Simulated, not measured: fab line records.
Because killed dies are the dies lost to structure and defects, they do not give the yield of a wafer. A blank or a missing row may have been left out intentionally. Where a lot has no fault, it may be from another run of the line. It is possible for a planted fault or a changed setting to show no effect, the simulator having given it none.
Chamber matching | flow n5 finfet | N5_BEOL_M1_ETCH_70 on rie diel-01 has 4 sister chambers
The step etches SOC in N2/H2, target depth 80 nm, overetch 16 nm, time 120 s. 4 wafers are shown with their chamber, then 8 later ones without.

== WAFERS WITH THEIR CHAMBER ==
wafer  | chamber | showerhead plenum p Torr (Torr)
L082.3 | 3       | 2.58
L086.2 | 2       | 2.64
L090.5 | 1       | 2.58
L093.1 | 0       | 2.52

== WAFERS WITHOUT THEIR CHAMBER ==
wafer  | showerhead plenum p Torr (Torr)
L093.4 | 2.63
L093.6 | 2.63
L094.1 | 2.57
L094.2 | 2.51
L094.3 | 2.63
L096.2 | 2.63
L096.3 | 2.57
L096.5 | 2.51

== WHICH CHAMBER EACH ONE RAN IN ==
wafer  | from the rows above     | in truth
L093.4 | 2                       | 2
L093.6 | 2                       | 2
L094.1 | can't be placed: 1 or 3 | 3
L094.2 | 0                       | 0
L094.3 | 2                       | 2
L096.2 | 2                       | 2
L096.3 | can't be placed: 1 or 3 | 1
L096.5 | 0                       | 0
Correct placement for 6 of the 8. From these rows, 2 cannot be placed; in 2 the true chamber is one of the candidates. Number placed wrongly: 0.
How it was worked out, from the rows above alone: a wafer's distance from a chamber is the root of the sum, over the readings, of the square of ((its reading less the chamber's mean) divided by the reading's scatter). The wafer belongs to the nearest chamber; if the next one is less than 2 further off, it can't be placed. Each chamber's mean is taken over the wafers shown for it. The scatter: with one shown wafer a chamber, the root of the mean of the squares of how far each hidden wafer lies from its nearest shown one.
